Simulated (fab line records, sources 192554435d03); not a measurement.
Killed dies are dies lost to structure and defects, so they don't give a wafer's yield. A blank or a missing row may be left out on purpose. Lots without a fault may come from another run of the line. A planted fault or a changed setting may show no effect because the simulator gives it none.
fab line records | flow n5_finfet
record lots=24 wafers=72 last_day=18
route steps=1938 shown BEOL_M5@1193 BEOL_M6@1209
lots that met no fault: from a run of the same line without faults
start_h: hours from the record's first day to the start of the lot's first wafer shown | wait_h: hours since the lot's step before | " the same as in the row above | L1.1+2: a row that stands for several wafers | - no value, or no start given | * or withheld: withheld | < > ~ a bound
route shown NAME@n: a module of which the file shows steps, and the number in the route of the first | usual: mean/standard deviation of fault-free wafers | same: alike in all rows | chamber/n: place in a boat | sites: the reading at each site | _std_site: their standard deviation | _edge_site: outer sites' mean less inner sites' | radius_mm: how far each site lies from the wafer's centre | mask NAME#n: copy n | behind: the tool/chamber that last shaped the wafer | hold: why the lot was held/for how many hours/how that ended | device: the transistor (n, p or np) that didn't switch | end of line: the same wafers' tests at the end of the route | a step without rows: its recipe alone | killed: dies lost to structure and defects at the first sort, not the wafer's yield | map: a wafer's dies, x killed, . not, _ none there
set.NAME: the setting as run; set.NAME@STEP: as run at that earlier step | model.NAME: the simulator's own value behind a step, which no gauge read
steps of the route over a sample of lots; a table a step, a row a wafer
services: from which hour (start_h, from the record's first day; less than 0 if before it) a tool's chamber was out of use, for how many hours, and why
## steps
# step N5_BEOL_M5_INSPECT_58
# recipe inspect_instrument=darkfield mode=post_dep
# usual raw_defect_count=78/25
# columns lot.wafer tool chamber start_h wait_h raw_defect_count
L074.3 defect_inspect-02 - 174.95 0.0 63
L074.4 " - " " 80
L074.5 " - " " 60
L076.4 defect_inspect-01 - 188.39 0.0 94
L076.5 " - " " 115
L076.6 " - " " 97
L077.2 defect_inspect-02 - 195.93 0.0 90
L077.3 " - " " 74
L077.4 " - " " 102
L079.4 defect_inspect-01 - 201.16 0.0 64
L079.5 " - " " 74
L079.6 " - " " 41
L078.2 defect_inspect-01 - 202.68 0.0 95
L078.4 " - " " 77
L078.6 " - " " 64
L075.2 defect_inspect-02 - 205.76 0.0 64
L075.5 " - " " 75
L075.6 " - " " 63
L080.2 defect_inspect-01 - 221.50 0.0 77
L080.5 " - " " 59
L080.6 " - " " 65
L081.2 defect_inspect-01 - 228.57 0.0 98
L081.3 " - " " 103
L081.5 " - " " 163
L082.2 defect_inspect-01 - 241.84 0.0 50
L082.4 " - " " 77
L082.5 " - " " 75
L083.2 defect_inspect-02 - 251.18 0.0 71
L083.3 " - " " 56
L083.6 " - " " 52
L084.1 defect_inspect-01 - 254.58 0.0 58
L084.5 " - " " 60
L084.6 " - " " 101
L086.2 defect_inspect-01 - 259.02 0.0 84
L086.3 " - " " 66
L086.5 " - " " 110
L085.3 defect_inspect-02 - 259.41 0.0 87
L085.4 " - " " 70
L085.5 " - " " 90
L088.1 defect_inspect-01 - 268.20 0.0 63
L088.2 " - " " 83
L088.3 " - " " 63
L087.3 defect_inspect-02 - 268.36 0.0 46
L087.5 " - " " 48
L087.6 " - " " 74
L089.1 defect_inspect-01 - 282.79 0.0 43
L089.3 " - " " 62
L089.6 " - " " 61
L091.1 defect_inspect-01 - 287.39 0.0 86
L091.3 " - " " 98
L091.4 " - " " 72
L090.2 defect_inspect-01 - 288.50 0.0 78
L090.3 " - " " 68
L090.6 " - " " 39
L092.1 defect_inspect-02 - 295.38 0.0 66
L092.3 " - " " 95
L092.6 " - " " 69
L093.1 defect_inspect-01 - 304.40 0.0 97
L093.3 " - " " 91
L093.6 " - " " 63
L094.2 defect_inspect-02 - 306.24 0.0 85
L094.3 " - " " 80
L094.6 " - " " 61
L095.1 defect_inspect-01 - 320.51 0.0 159
L095.2 " - " " 100
L095.5 " - " " 116
L096.1 defect_inspect-02 - 322.14 0.0 94
L096.3 " - " " 92
L096.4 " - " " 74
L097.1 defect_inspect-01 - 331.22 0.0 58
L097.2 " - " " 58
L097.5 " - " " 52
# step N5_BEOL_M6_INSPECT_13
# recipe mode=adi inspect_instrument=brightfield
# usual raw_defect_count=441/110
# columns lot.wafer tool chamber start_h wait_h raw_defect_count
L074.3 defect_inspect-01 - 177.48 0.0 347
L074.4 " - " " 403
L074.5 " - " " 396
L076.4 defect_inspect-02 - 189.81 0.0 571
L076.5 " - " " 407
L076.6 " - " " 745
L077.2 defect_inspect-01 - 200.67 0.0 366
L077.3 " - " " 526
L077.4 " - " " 403
L079.4 defect_inspect-01 - 203.57 0.0 496
L079.5 " - " " 444
L079.6 " - " " 433
L078.2 defect_inspect-01 - 204.88 0.0 571
L078.4 " - " " 526
L078.6 " - " " 433
L075.2 defect_inspect-01 - 208.04 0.0 302
L075.5 " - " " 512
L075.6 " - " " 383
L080.2 defect_inspect-02 - 224.34 0.0 630
L080.5 " - " " 420
L080.6 " - " " 375
L081.2 defect_inspect-02 - 230.10 0.0 448
L081.3 " - " " 539
L081.5 " - " " 536
L082.2 defect_inspect-02 - 245.36 0.0 453
L082.4 " - " " 593
L082.5 " - " " 604
L083.2 defect_inspect-02 - 254.77 0.0 387
L083.3 " - " " 426
L083.6 " - " " 317
L084.1 defect_inspect-01 - 256.39 0.0 300
L084.5 " - " " 539
L084.6 " - " " 655
L086.2 defect_inspect-01 - 260.80 0.0 475
L086.3 " - " " 534
L086.5 " - " " 413
L085.3 defect_inspect-01 - 261.49 0.0 546
L085.4 " - " " 439
L085.5 " - " " 737
L088.1 defect_inspect-01 - 271.01 0.0 386
L088.2 " - " " 363
L088.3 " - " " 469
L087.3 defect_inspect-01 - 271.17 0.0 332
L087.5 " - " " 327
L087.6 " - " " 426
L089.1 defect_inspect-01 - 284.75 0.0 283
L089.3 " - " " 447
L089.6 " - " " 440
L091.1 defect_inspect-02 - 289.62 0.0 305
L091.3 " - " " 367
L091.4 " - " " 405
L090.2 defect_inspect-01 - 291.76 0.0 385
L090.3 " - " " 464
L090.6 " - " " 329
L092.1 defect_inspect-01 - 297.95 0.0 360
L092.3 " - " " 524
L092.6 " - " " 375
L093.1 defect_inspect-01 - 307.10 0.0 379
L093.3 " - " " 514
L093.6 " - " " 332
L094.2 defect_inspect-02 - 308.06 0.0 377
L094.3 " - " " 293
L094.6 " - " " 278
L095.1 defect_inspect-01 - 322.65 0.0 595
L095.2 " - " " 492
L095.5 " - " " 657
L096.1 defect_inspect-01 - 323.40 0.0 428
L096.3 " - " " 398
L096.4 " - " " 362
L097.1 defect_inspect-01 - 334.28 0.0 383
L097.2 " - " " 402
L097.5 " - " " 302
# step N5_BEOL_M6_ETCH_72
# recipe chemistry=N2/H2 target=underlayer target_depth_a=65 mask_material=CAR-EUV time_s=5.2 ion_energy_ev=200 pressure_mtorr=30 source_w=840 bias_w=150 n2_flow_sccm=200 h2_flow_sccm=200 ends=cleared
# usual bias_w=150.0/0.47 drypump_motor_current_A=5.8/0.52 etch_rf_on_time_s=5.17/0.11 oes_product_au=0.69/0.077 rf_vpp_V=524.6/2.6 showerhead_plenum_p_Torr=2.57/0.088 throttle_valve_pct=17.83/0.13
# columns lot.wafer tool chamber start_h wait_h bias_w drypump_motor_current_A etch_rf_on_time_s oes_product_au rf_hours_counter_h rf_vpp_V showerhead_plenum_p_Torr throttle_valve_pct
L074.3 rie_diel-02 0 181.68 0.0 150.2 6.0 5.10 0.68 112 522.3 2.44 17.70
L074.4 " 2 " " 149.9 6.4 5.14 0.74 52 529.4 2.70 17.68
L074.5 " 2 " " 150.4 6.3 5.09 0.73 - 527.3 2.70 17.68
L076.4 rie_diel-01 0 194.26 0.0 150.2 5.6 5.18 0.79 12 531.3 2.72 17.79
L076.5 " 1 " " 150.1 6.5 5.51 0.57 - 524.4 2.50 18.13
L076.6 " 0 " " 149.9 5.6 5.19 0.82 - 526.5 2.72 17.77
L077.2 rie_diel-02 1 202.08 0.0 149.2 5.4 5.03 0.61 201 522.1 2.52 17.92
L077.3 " 0 " " 150.2 6.0 5.12 0.66 117 523.4 2.44 17.68
L077.4 " 3 " " 149.9 6.6 5.09 0.64 166 523.2 2.51 17.82
L079.4 rie_diel-05 2 204.70 0.0 149.7 5.7 5.15 0.83 - 520.7 2.50 17.69
L079.5 " 1 " " 149.9 6.3 5.11 0.61 - 523.2 2.51 17.62
L079.6 " 3 " " 150.4 5.5 5.26 0.72 - 528.2 2.68 17.64
L078.2 rie_diel-05 1 206.99 0.0 150.1 6.2 5.10 0.62 208 522.8 2.51 17.62
L078.4 " 2 " " 150.3 5.7 5.10 0.84 - 521.2 2.50 17.73
L078.6 " 1 " " 149.3 6.2 5.09 0.62 - 524.2 2.51 17.65
L075.2 rie_diel-01 1 209.78 0.0 149.8 6.5 5.53 0.57 238 520.5 2.50 18.16
L075.5 " 0 " " 149.6 5.6 5.28 0.80 - 525.6 2.72 17.76
L075.6 " 3 " " 150.7 5.9 5.01 0.77 - 523.9 2.60 17.90
L080.2 rie_diel-01 0 225.47 0.0 149.8 5.6 5.21 0.79 22 527.5 2.72 17.79
L080.5 " 3 " " 150.7 5.9 4.93 0.77 - 524.5 2.60 17.91
L080.6 " 2 " " 149.8 4.8 5.21 0.62 - 526.2 2.62 18.01
L081.2 rie_diel-02 2 231.82 0.0 150.2 6.4 5.21 0.71 68 527.0 2.69 17.69
L081.3 " 0 " " 149.3 6.0 5.17 0.65 127 519.3 2.44 17.72
L081.5 " 0 " " 150.0 6.0 5.16 0.65 - 522.7 2.44 17.72
L082.2 rie_diel-02 0 247.97 0.0 149.1 6.0 5.14 0.65 133 520.3 2.44 17.72
L082.4 " 1 " " 150.3 5.5 5.09 0.60 218 522.1 2.51 17.95
L082.5 " 1 " " 150.4 5.5 5.19 0.60 - 524.5 2.51 17.98
L083.2 rie_diel-05 2 258.99 0.0 149.9 5.7 5.26 0.78 27 522.9 2.49 17.76
L083.3 " 0 " " 149.8 5.6 5.11 0.81 13 523.5 2.51 17.77
L083.6 " 0 " " 150.2 5.6 5.08 0.80 - 522.8 2.51 17.76
L084.1 rie_diel-01 0 258.99 0.0 150.0 5.6 5.15 0.76 37 530.5 2.71 17.80
L084.5 " 2 " " 150.5 4.8 5.17 0.62 - 526.1 2.62 18.03
L084.6 " 3 " " 149.8 5.9 4.99 0.74 - 522.3 2.59 17.94
L086.2 rie_diel-02 2 261.88 0.0 149.2 6.3 5.15 0.70 75 526.8 2.69 17.70
L086.3 " 3 " " 149.7 6.6 5.11 0.61 187 522.5 2.50 17.87
L086.5 " 2 " " 149.6 6.3 5.17 0.71 - 527.2 2.69 17.70
L085.3 rie_diel-05 2 262.68 0.0 150.4 5.7 5.22 0.78 28 522.4 2.49 17.76
L085.4 " 3 " " 150.6 5.5 5.31 0.70 81 527.0 2.67 17.68
L085.5 " 3 " " 149.4 5.5 5.30 0.70 - 528.3 2.67 17.66
L087.3 rie_diel-01 3 273.31 0.0 149.1 5.9 4.97 0.76 55 526.2 2.59 17.94
L087.5 " 2 " " 150.8 4.8 5.16 0.62 - 526.2 2.61 18.07
L087.6 " 3 " " 149.4 5.9 4.96 0.74 - 527.1 2.59 17.93
L088.1 rie_diel-02 3 273.36 0.0 149.8 6.6 5.10 0.62 191 523.9 2.50 17.89
L088.2 " 2 " " 149.0 6.4 5.14 0.71 79 525.2 2.69 17.73
L088.3 " 0 " " 150.1 6.0 5.14 0.65 142 522.7 2.43 17.73
L089.1 rie_diel-01 3 286.78 0.0 150.1 5.9 4.99 0.74 60 524.1 2.58 17.94
L089.3 " 0 " " 149.9 5.6 5.18 0.76 47 528.1 2.71 17.84
L089.6 " 1 " " 149.8 6.4 5.27 0.81 - 521.8 2.49 17.75
L091.1 rie_diel-01 2 291.06 0.0 150.3 4.8 5.23 0.61 232 523.2 2.61 18.04
L091.3 " 1 " " 150.3 6.5 5.26 0.81 10 521.9 2.49 17.77
L091.4 " 3 " " 150.0 5.9 4.97 0.75 62 522.8 2.58 17.96
L090.2 rie_diel-01 1 292.86 0.0 150.2 6.5 5.29 0.81 11 523.4 2.49 17.75
L090.3 " 2 " " 149.5 4.8 5.17 0.61 233 525.3 2.61 18.06
L090.6 " 2 " " 149.8 4.8 5.21 0.61 - 526.7 2.61 18.04
L092.1 rie_diel-02 1 302.74 0.0 150.2 5.4 5.14 0.59 236 521.7 2.51 18.00
L092.3 " 3 " " 150.0 6.6 5.18 0.61 199 524.1 2.50 17.88
L092.6 " 1 " " 149.9 5.4 5.16 0.59 - 523.0 2.51 18.00
L093.1 rie_diel-01 3 309.17 0.0 149.7 5.9 5.00 0.73 67 522.9 2.58 17.99
L093.3 " 1 " " 150.4 6.4 5.32 0.79 16 521.0 2.49 17.77
L093.6 " 1 " " 150.4 6.4 5.27 0.79 - 523.3 2.48 17.77
L094.2 rie_diel-05 0 309.29 0.0 149.6 5.6 5.08 0.78 29 521.8 2.50 17.79
L094.3 " 2 " " 150.4 5.7 5.26 0.76 43 522.3 2.49 17.75
L094.6 " 0 " " 148.9 5.6 5.06 0.77 - 522.3 2.50 17.78
L095.1 rie_diel-02 2 324.50 0.0 149.3 6.4 5.20 0.69 97 527.4 2.68 17.75
L095.2 " 3 " " 150.7 6.6 5.17 0.60 206 525.1 2.50 17.87
L095.5 " 3 " " 149.2 6.6 5.15 0.60 - 523.5 2.50 17.91
L096.1 rie_diel-01 3 324.96 0.0 150.0 5.9 4.95 0.73 72 525.8 2.58 17.97
L096.3 " 2 " " 149.3 4.8 5.18 0.60 244 527.0 2.60 18.08
L096.4 " 0 " " 150.9 5.6 5.20 0.74 59 527.3 2.70 17.83
L097.1 rie_diel-05 2 337.41 0.0 150.6 5.7 5.15 0.75 53 520.9 2.48 17.80
L097.2 " 3 " " 150.3 5.5 5.27 0.68 105 527.2 2.66 17.75
L097.5 " 2 " " 150.7 5.7 5.19 0.75 - 522.6 2.48 17.78
# step N5_BEOL_M6_ETCH_65
# recipe chemistry=CF4 target=SiARC target_depth_a=156 mask_material=CAR-EUV time_s=26 ion_energy_ev=80 pressure_mtorr=40 source_w=545 bias_w=36 Ar_flow_sccm=100 cf4_flow_sccm=100 ends=cleared
# usual bias_w=36.00/0.11 drypump_motor_current_A=5.8/0.52 etch_rf_on_time_s=25.8/0.57 oes_product_au=0.69/0.079 rf_vpp_V=184.4/1.1 showerhead_plenum_p_Torr=2.17/0.067 throttle_valve_pct=15.62/0.14
# columns lot.wafer tool chamber start_h wait_h bias_w drypump_motor_current_A etch_rf_on_time_s oes_product_au rf_hours_counter_h rf_vpp_V showerhead_plenum_p_Torr throttle_valve_pct
L074.3 rie_diel-02 0 181.70 0.0 35.86 6.0 26.1 0.67 112 183.2 2.07 15.57
L074.4 " 2 " " 36.25 6.4 25.3 0.75 52 185.9 2.26 15.38
L074.5 " 2 " " 36.16 6.3 25.2 0.75 - 185.8 2.26 15.38
L076.4 rie_diel-01 0 194.28 0.0 36.12 5.6 25.8 0.82 12 185.7 2.28 15.51
L076.5 " 1 " " 36.16 6.5 27.6 0.57 - 183.8 2.13 16.10
L076.6 " 0 " " 35.86 5.6 25.8 0.81 - 186.0 2.28 15.50
L077.2 rie_diel-02 1 202.09 0.0 35.96 5.5 25.2 0.62 201 184.2 2.12 15.73
L077.3 " 0 " " 35.84 6.0 25.7 0.66 117 183.2 2.06 15.59
L077.4 " 3 " " 36.13 6.6 26.0 0.63 166 183.6 2.13 15.60
L079.4 rie_diel-05 2 204.73 0.0 35.94 5.7 25.7 0.84 - 183.9 2.11 15.40
L079.5 " 1 " " 36.00 6.2 25.6 0.61 - 183.5 2.13 15.61
L079.6 " 3 " " 35.96 5.5 26.1 0.73 - 185.4 2.27 15.58
L078.2 rie_diel-05 1 207.01 0.0 35.89 6.2 25.9 0.61 208 182.7 2.13 15.60
L078.4 " 2 " " 36.07 5.7 26.3 0.83 - 183.5 2.11 15.40
L078.6 " 1 " " 36.04 6.2 26.1 0.60 - 184.1 2.13 15.60
L075.2 rie_diel-01 1 209.80 0.0 36.05 6.4 27.8 0.56 238 183.6 2.12 16.11
L075.5 " 0 " " 36.16 5.6 25.7 0.80 - 184.8 2.27 15.51
L075.6 " 3 " " 36.00 5.9 25.0 0.77 - 184.6 2.19 15.56
L080.2 rie_diel-01 0 225.49 0.0 35.96 5.6 26.1 0.80 22 184.5 2.27 15.51
L080.5 " 3 " " 35.83 5.9 25.1 0.77 - 184.4 2.19 15.58
L080.6 " 2 " " 35.98 4.8 26.3 0.62 - 185.2 2.20 15.73
L081.2 rie_diel-02 2 231.83 0.0 35.81 6.4 25.4 0.73 68 186.4 2.25 15.41
L081.3 " 0 " " 35.91 6.0 25.7 0.66 127 183.7 2.06 15.61
L081.5 " 0 " " 35.92 6.0 25.7 0.66 - 182.6 2.06 15.61
L082.2 rie_diel-02 0 247.98 0.0 35.76 6.0 25.9 0.65 133 184.5 2.06 15.63
L082.4 " 1 " " 36.20 5.4 25.4 0.61 218 183.3 2.12 15.77
L082.5 " 1 " " 36.09 5.4 25.4 0.61 - 185.4 2.12 15.76
L083.2 rie_diel-05 2 259.01 0.0 36.01 5.7 26.4 0.79 27 184.1 2.11 15.43
L083.3 " 0 " " 36.06 5.6 25.3 0.81 13 182.7 2.11 15.40
L083.6 " 0 " " 35.92 5.6 25.3 0.80 - 183.6 2.11 15.39
L084.1 rie_diel-01 0 259.01 0.0 36.13 5.6 25.8 0.78 37 187.4 2.27 15.53
L084.5 " 2 " " 35.98 4.8 26.0 0.62 - 186.1 2.20 15.75
L084.6 " 3 " " 35.91 5.9 25.2 0.75 - 185.1 2.19 15.60
L086.2 rie_diel-02 2 261.90 0.0 36.11 6.4 25.3 0.72 75 185.6 2.25 15.44
L086.3 " 3 " " 36.04 6.6 25.4 0.62 187 183.6 2.12 15.63
L086.5 " 2 " " 35.89 6.3 25.3 0.72 - 185.1 2.25 15.42
L085.3 rie_diel-05 2 262.70 0.0 35.89 5.7 26.0 0.79 28 183.9 2.10 15.43
L085.4 " 3 " " 35.80 5.5 26.5 0.70 81 184.7 2.26 15.62
L085.5 " 3 " " 35.88 5.5 26.6 0.70 - 185.3 2.26 15.62
L087.3 rie_diel-01 3 273.32 0.0 36.03 5.9 24.7 0.75 55 184.8 2.19 15.63
L087.5 " 2 " " 35.96 4.8 25.9 0.61 - 184.1 2.19 15.77
L087.6 " 3 " " 36.03 5.9 25.0 0.74 - 185.1 2.19 15.62
L088.1 rie_diel-02 3 273.37 0.0 35.98 6.6 25.6 0.62 191 183.0 2.12 15.64
L088.2 " 2 " " 36.01 6.4 25.4 0.72 79 185.8 2.25 15.46
L088.3 " 0 " " 35.93 6.0 25.7 0.65 142 182.7 2.06 15.63
L089.1 rie_diel-01 3 286.80 0.0 36.04 5.9 24.7 0.75 60 183.5 2.18 15.62
L089.3 " 0 " " 35.97 5.6 25.5 0.76 47 185.1 2.26 15.57
L089.6 " 1 " " 36.01 6.4 26.0 0.81 - 184.3 2.12 15.65
L091.1 rie_diel-01 2 291.07 0.0 35.89 4.8 25.9 0.61 232 186.2 2.19 15.77
L091.3 " 1 " " 36.18 6.5 25.9 0.81 10 184.2 2.12 15.67
L091.4 " 3 " " 35.92 5.9 25.0 0.74 62 183.9 2.18 15.63
L090.2 rie_diel-01 1 292.88 0.0 35.96 6.4 26.5 0.80 11 183.7 2.12 15.67
L090.3 " 2 " " 36.09 4.8 26.1 0.61 233 183.2 2.19 15.79
L090.6 " 2 " " 36.24 4.8 25.9 0.61 - 184.7 2.19 15.79
L092.1 rie_diel-02 1 302.75 0.0 35.98 5.4 25.5 0.60 236 182.9 2.11 15.80
L092.3 " 3 " " 35.99 6.6 25.8 0.61 199 184.0 2.12 15.66
L092.6 " 1 " " 36.04 5.5 25.7 0.58 - 182.5 2.11 15.79
L093.1 rie_diel-01 3 309.19 0.0 35.81 5.9 25.1 0.74 67 184.5 2.18 15.64
L093.3 " 1 " " 35.93 6.5 26.4 0.79 16 183.5 2.11 15.67
L093.6 " 1 " " 35.95 6.5 26.5 0.78 - 185.0 2.11 15.68
L094.2 rie_diel-05 0 309.30 0.0 36.02 5.6 25.5 0.77 29 184.0 2.11 15.40
L094.3 " 2 " " 36.11 5.7 26.0 0.78 43 183.8 2.10 15.48
L094.6 " 0 " " 35.99 5.6 25.5 0.77 - 183.6 2.11 15.42
L095.1 rie_diel-02 2 324.51 0.0 36.08 6.4 25.6 0.69 97 185.8 2.24 15.46
L095.2 " 3 " " 36.05 6.6 25.9 0.61 206 182.7 2.12 15.66
L095.5 " 3 " " 35.93 6.6 25.9 0.61 - 184.6 2.12 15.67
L096.1 rie_diel-01 3 324.98 0.0 36.01 5.9 25.2 0.72 72 185.1 2.18 15.67
L096.3 " 2 " " 35.88 4.8 26.0 0.61 244 185.2 2.19 15.81
L096.4 " 0 " " 35.99 5.6 25.6 0.75 59 185.1 2.26 15.61
L097.1 rie_diel-05 2 337.43 0.0 36.06 5.7 26.2 0.76 53 184.4 2.10 15.49
L097.2 " 3 " " 35.97 5.5 26.9 0.67 105 185.6 2.25 15.67
L097.5 " 2 " " 36.07 5.7 26.2 0.76 - 183.2 2.10 15.50
# step N5_BEOL_M6_OCD_MEAS_38
# usual trench_depth_nm=94.7/1.4
# columns lot.wafer tool chamber start_h wait_h trench_depth_nm
L074.3 ocd-02 - 182.08 - 94.7
L074.4 " - " " 95.4
L074.5 " - " " 95.0
L076.4 ocd-01 - 194.66 - 93.7
L076.5 " - " " 90.1
L076.6 " - " " 94.3
L077.2 ocd-02 - 202.47 - 95.0
L077.3 " - " " 94.4
L077.4 " - " " 94.9
L079.4 ocd-02 - 205.09 - 94.1
L079.5 " - " " 94.7
L079.6 " - " " 93.6
L078.2 ocd-01 - 207.38 - 96.4
L078.4 " - " " 96.3
L078.6 " - " " 96.1
L075.2 ocd-02 - 210.17 - 89.4
L075.5 " - " " 95.1
L075.6 " - " " 96.9
L080.2 ocd-02 - 225.87 - 95.3
L080.5 " - " " 97.8
L080.6 " - " " 93.3
L081.2 ocd-02 - 232.21 - 94.1
L081.3 " - " " 94.7
L081.5 " - " " 94.1
L082.2 ocd-02 - 248.36 - 95.9
L082.4 " - " " 94.5
L082.5 " - " " 94.5
L083.2 ocd-02 - 259.38 - 94.4
L083.3 " - " " 96.5
L083.6 " - " " 96.1
L084.1 ocd-01 - 259.39 - 94.9
L084.5 " - " " 94.9
L084.6 " - " " 97.5
L086.2 ocd-02 - 262.28 - 95.2
L086.3 " - " " 95.1
L086.5 " - " " 94.9
L085.3 ocd-02 - 263.08 - 94.0
L085.4 " - " " 93.1
L085.5 " - " " 93.1
L087.3 ocd-02 - 273.70 - 95.7
L087.5 " - " " 92.4
L087.6 " - " " 95.7
L088.1 ocd-01 - 273.75 - 95.1
L088.2 " - " " 94.9
L088.3 " - " " 94.9
L089.1 ocd-01 - 287.17 - 96.9
L089.3 " - " " 96.2
L089.6 " - " " 94.4
L091.1 ocd-02 - 291.45 - 94.7
L091.3 " - " " 96.2
L091.4 " - " " 97.2
L090.2 ocd-01 - 293.25 - 95.5
L090.3 " - " " 93.2
L090.6 " - " " 93.1
L092.1 ocd-01 - 303.13 - 95.2
L092.3 " - " " 95.4
L092.6 " - " " 95.2
L093.1 ocd-01 - 309.56 - 97.0
L093.3 " - " " 94.3
L093.6 " - " " 95.2
L094.2 ocd-02 - 309.68 - 97.6
L094.3 " - " " 95.4
L094.6 " - " " 96.8
L095.1 ocd-02 - 324.89 - 95.0
L095.2 " - " " 95.1
L095.5 " - " " 94.6
L096.1 ocd-02 - 325.36 - 97.8
L096.3 " - " " 92.6
L096.4 " - " " 94.8
L097.1 ocd-01 - 337.98 - 94.5
L097.2 " - " " 92.1
L097.5 " - " " 94.2
# step N5_BEOL_M6_DEGAS_44
# recipe ambient=vacuum temp_c=250 time_s=60
# usual heater_power_w=345/46
# columns lot.wafer tool chamber start_h wait_h heater_power_w
L074.3 pvd_sputter-02 - 182.59 0.2 351
L074.4 " - " " 426
L074.5 " - " " 437
L076.4 pvd_sputter-02 - 195.25 0.2 426
L076.5 " - " " 331
L076.6 " - " " 429
L077.2 pvd_sputter-02 - 203.15 0.4 422
L077.3 " - " " 354
L077.4 " - " " 334
L079.4 pvd_sputter-03 - 207.09 1.5 301
L079.5 " - " " 356
L079.6 " - " " 341
L078.2 pvd_sputter-03 - 208.19 0.5 353
L078.4 " - " " 295
L078.6 " - " " 345
L075.2 pvd_sputter-03 - 210.92 0.4 286
L075.5 " - " " 291
L075.6 " - " " 350
L080.2 pvd_sputter-03 - 226.90 0.7 306
L080.5 " - " " 315
L080.6 " - " " 301
L081.2 pvd_sputter-02 - 232.85 0.3 427
L081.3 " - " " 351
L081.5 " - " " 335
L082.2 pvd_sputter-02 - 250.17 1.5 426
L082.4 " - " " 342
L082.5 " - " " 358
L083.2 pvd_sputter-01 - 260.01 0.3 269
L083.3 " - " " 319
L083.6 " - " " 327
L084.1 pvd_sputter-03 - 260.14 0.5 351
L084.5 " - " " 313
L084.6 " - " " 292
L086.2 pvd_sputter-02 - 262.85 0.3 431
L086.3 " - " " 341
L086.5 " - " " 344
L085.3 pvd_sputter-03 - 265.57 2.1 347
L085.4 " - " " 289
L085.5 " - " " 353
L087.3 pvd_sputter-03 - 274.96 0.4 312
L087.5 " - " " 308
L087.6 " - " " 359
L088.1 pvd_sputter-03 - 276.31 0.7 302
L088.2 " - " " 315
L088.3 " - " " 358
L089.1 pvd_sputter-03 - 287.76 0.3 360
L089.3 " - " " 359
L089.6 " - " " 287
L091.1 pvd_sputter-02 - 292.21 0.5 431
L091.3 " - " " 342
L091.4 " - " " 350
L090.2 pvd_sputter-01 - 294.37 0.8 319
L090.3 " - " " 285
L090.6 " - " " 286
L092.1 pvd_sputter-03 - 303.72 0.3 349
L092.3 " - " " 354
L092.6 " - " " 289
L093.1 pvd_sputter-02 - 310.31 0.5 422
L093.3 " - " " 408
L093.6 " - " " 433
L094.2 pvd_sputter-03 - 310.33 0.4 354
L094.3 " - " " 289
L094.6 " - " " 350
L095.1 pvd_sputter-01 - 325.47 0.3 387
L095.2 " - " " 320
L095.5 " - " " 321
L096.1 pvd_sputter-01 - 325.91 0.3 322
L096.3 " - " " 384
L096.4 " - " " 282
L097.1 pvd_sputter-03 - 338.59 0.4 353
L097.2 " - " " 352
L097.5 " - " " 289
## services
# columns tool chamber start_h hours kind
rie_diel-05 2 174.17 - clean
rie_diel-05 2 174.17 - consumable_replace:focus_ring
rie_diel-05 2 174.17 18.4 scheduled_down
rie_diel-05 2 174.17 18.4 vent_cycle
rie_diel-05 0 193.08 - clean
rie_diel-05 0 193.08 - consumable_replace:focus_ring
rie_diel-05 0 193.08 30.1 scheduled_down
rie_diel-05 0 193.08 30.1 vent_cycle
rie_diel-02 - 195.44 3.7 repair
rie_diel-01 1 244.89 - clean
rie_diel-01 1 244.89 - consumable_replace:focus_ring
rie_diel-01 1 244.89 16.2 scheduled_down
rie_diel-01 1 244.89 16.2 vent_cycle
rie_diel-02 2 248.76 6.5 repair
rie_diel-01 - 253.57 0.8 repair
rie_diel-01 0 325.99 3.7 repair
rie_diel-05 1 326.14 - clean
rie_diel-05 1 326.14 - consumable_replace:focus_ring
rie_diel-05 1 326.14 19.0 scheduled_down
rie_diel-05 1 326.14 19.0 vent_cycle
rie_diel-01 - 335.81 0.4 repair
rie_diel-05 0 336.10 17.6 repair
## key
fault none
